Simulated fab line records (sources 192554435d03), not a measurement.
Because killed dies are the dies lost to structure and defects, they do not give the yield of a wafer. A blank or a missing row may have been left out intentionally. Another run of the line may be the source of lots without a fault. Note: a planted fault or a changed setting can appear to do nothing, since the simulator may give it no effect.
Split-lot trial + flow n5 finfet + 7 lots, 21 wafers read, on a route of 1938 steps

## SPLIT DETAILS
At N5_BEOL_M9_ETCH_61 (etches SiARC in CF4, target depth 39 nm, time 65 s), the setting source w was moved away from the recipe's 545 W on 5 of the 21 wafers read, by +10.0% to +16.2%. This setting was run at the recipe's value on the other wafers.

The split's own step is where the reading is taken.

## THE READING
rf vpp V, in V, at N5_BEOL_M9_ETCH_61 (etches SiARC in CF4, target depth 39 nm, time 65 s). A value of 183.9 V with a standard deviation of 1.1 V is what fault-free wafers of this fab line usually give.

| wafer  | tool, chamber at the split | source w as run, W | against the recipe | rf vpp V, V | against lot-mates on the recipe |
|--------|----------------------------|--------------------|--------------------|-------------|---------------------------------|
| L074.1 | rie diel-01, 2             | 545                | recipe             | 184.7       | -                               |
| L074.2 | rie diel-01, 0             | 545                | recipe             | 185.1       | -                               |
| L074.5 | rie diel-01, 2             | 545                | recipe             | 184.1       | -                               |
| L078.1 | rie diel-04, 3             | 599.5              | +10.0%             | 177.5       | -5.5                            |
| L078.3 | rie diel-04, 1             | 545                | recipe             | 183.0       | -                               |
| L078.6 | rie diel-04, 0             | 599.5              | +10.0%             | 177.2       | -5.8                            |
| L080.1 | rie diel-04, 1             | 545                | recipe             | 183.7       | -                               |
| L080.4 | rie diel-04, 3             | 545                | recipe             | 184.1       | -                               |
| L080.5 | rie diel-04, 1             | 545                | recipe             | 182.4       | -                               |
| L083.3 | rie diel-03, 3             | 633.3              | +16.2%             | 175.5       | -9.7                            |
| L083.5 | rie diel-03, 3             | 633.3              | +16.2%             | 174.7       | -10.5                           |
| L083.6 | rie diel-03, 0             | 545                | recipe             | 185.2       | -                               |
| L085.1 | rie diel-01, 2             | 545                | recipe             | 184.2       | -                               |
| L085.5 | rie diel-01, 2             | 545                | recipe             | 185.3       | -                               |
| L085.6 | rie diel-01, 3             | 545                | recipe             | 181.9       | -                               |
| L088.2 | rie diel-01, 0             | 603.3              | +10.7%             | 177.7       | -6.8                            |
| L088.5 | rie diel-01, 1             | 545                | recipe             | 183.4       | -                               |
| L088.6 | rie diel-01, 0             | 545                | recipe             | 185.6       | -                               |
| L097.1 | rie diel-03, 0             | 545                | recipe             | 187.0       | -                               |
| L097.2 | rie diel-03, 3             | 545                | recipe             | 182.9       | -                               |
| L097.6 | rie diel-03, 2             | 545                | recipe             | 184.7       | -                               |

FIT RESULTS
A straight line over all 21 wafers: rf vpp V changes by -0.595 V for each +1% of source w; r = -0.94; the points scatter about the line by 1.2 V.
The same after taking each lot's own level away (the mean of its wafers on the recipe; 21 wafers): -0.612 V for each +1%; r = -0.96; scatter 1 V.
On that fit, the largest move of source w shifts the reading by 9.9 V.
The lots' own levels span 183.00 to 185.20 V, that is 2.0 times the standard deviation above.
So the lot-to-lot level changes the slope little: the two slopes agree.
Check: for one of the wafers moved furthest among these (+16.2%), held out of the fit, the line's prediction against its lot-mates is -10 V. It came out at -9.7 V against them.
Tool readings at the split's step, against how far the setting was moved: rf vpp V r = -0.94.

## FILE'S OWN FIT
rf vpp V changes by -0.615 V for each +1% of source w, r = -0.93.
